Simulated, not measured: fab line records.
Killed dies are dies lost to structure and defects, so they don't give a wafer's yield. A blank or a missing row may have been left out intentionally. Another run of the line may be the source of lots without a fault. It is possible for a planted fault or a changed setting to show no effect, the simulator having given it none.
Lot-split experiment	flow n5_finfet	7 lots, 21 wafers read, on a route of 1938 steps

## SPLIT DETAILS
At N5_GATE_CUT_COAT_27 (time 60 s, resist thk 10 nm), the setting spin_rpm was moved away from the recipe's 1500 rpm on 10 of the 21 wafers read, by -8.7% to +9.3%. All remaining wafers had this setting at the recipe value.

## SPLIT TO READING: what lies between them in the file, 1 step
- N5_GATE_CUT_DESCUM_18: chemistry O2, time 7 s (also split here: time_s)

## THE READING
etch.depth_nm (the simulator's own value, which no gauge read), in nm, at N5_GATE_CUT_ETCH_28 (etches underlayer in N2/H2, target depth 13 nm, time 10.4 s). The file gives no usual value for it. Average 10.016 nm, standard deviation 0.024 nm, over the 11 wafers here run with the recipe.

wafer	tool, chamber at the split	spin_rpm as run, rpm	against the recipe	etch.depth_nm, nm	against lot-mates on the recipe
L079.4	litho_track-04, 0	1500	recipe	10.02	-
L079.5	litho_track-04, 0	1500	recipe	10.01	-
L079.6	litho_track-04, 0	1500	recipe	10.05	-
L080.3	litho_track-04, 0	1500	recipe	10.05	-
L080.4	litho_track-04, 0	1383	-7.8%	10.45	+0.405
L080.5	litho_track-04, 0	1500	recipe	10.04	-
L081.1	litho_track-02, 0	1370	-8.7%	10.48	no lot-mate on the recipe
L081.2	litho_track-02, 0	1370	-8.7%	10.44	no lot-mate on the recipe
L081.4	litho_track-02, 0	1370	-8.7%	10.45	no lot-mate on the recipe
L084.2	litho_track-04, 0	1640	+9.3%	9.627	-0.393
L084.3	litho_track-04, 0	1500	recipe	10.02	-
L084.5	litho_track-04, 0	1640	+9.3%	9.585	-0.435
L085.2	litho_track-03, 0	1500	recipe	10.01	-
L085.5	litho_track-03, 0	1500	recipe	9.992	-
L085.6	litho_track-03, 0	1500	recipe	9.987	-
L090.1	litho_track-02, 0	1500	recipe	10.02	-
L090.2	litho_track-02, 0	1624	+8.3%	9.609	-0.411
L090.5	litho_track-02, 0	1624	+8.3%	9.638	-0.382
L092.1	litho_track-03, 0	1598	+6.5%	9.693	-0.282
L092.3	litho_track-03, 0	1598	+6.5%	9.676	-0.299
L092.5	litho_track-03, 0	1500	recipe	9.975	-

THE FIT
A straight line over all 21 wafers: etch.depth_nm changes by -0.049 nm for each +1% of spin_rpm; r = -1.00; the points scatter about the line by 0.028 nm.
The same after taking each lot's own level away (the mean of its wafers on the recipe; 18 wafers): -0.047 nm for each +1%; r = -1.00; scatter 0.018 nm.
Per that fit: largest spin_rpm move, reading shift of 0.44 nm.
Measured against the standard deviation above, the lots' own levels, which go from 9.9750 to 10.0450 nm, span 3.0 times it.
Consequently the slope shifts little with the lot-to-lot level, the two slopes agreeing.
Check: for one of the wafers moved furthest among these (+9.3%), held out of the fit, the line's prediction against its lot-mates is -0.442 nm. Against them it came out at -0.393 nm.

## ADDITIONAL SPLITS CARRIED BY THESE WAFERS
Before the reading, these wafers also passed through other splits. Each is held against what the fit with the lots' levels taken away leaves over:
other split on the same wafers	wafers away from the commonest value	r with etch.depth_nm (lot level and that fit taken away)
N5_HKMG_FIN_ETCH_54 source_w	7	-0.05
N5_GATE_CUT_DESCUM_18 time_s	6	-0.19

## THE WHOLE CHAIN: every reading that the file lists as answering this split, in the file's order
step	what it does	reading	change (the file's fit)	r (the file's)
N5_GATE_CUT_COAT_27	time 60 s, resist thk 10 nm	underlayer_of_GATE_CUT_COAT_27.thk_nm (the simulator's own value, which no gauge read)	-0.0493 nm for each +1% of the setting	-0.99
N5_GATE_CUT_ETCH_28	etches underlayer in N2/H2, target depth 13 nm, time 10.4 s	etch.depth_nm (the simulator's own value, which no gauge read)	-0.047 nm for each +1% of the setting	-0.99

## THE FILE'S OWN FIT
etch.depth_nm changes by -0.047 nm for each +1% of spin_rpm, r = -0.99.
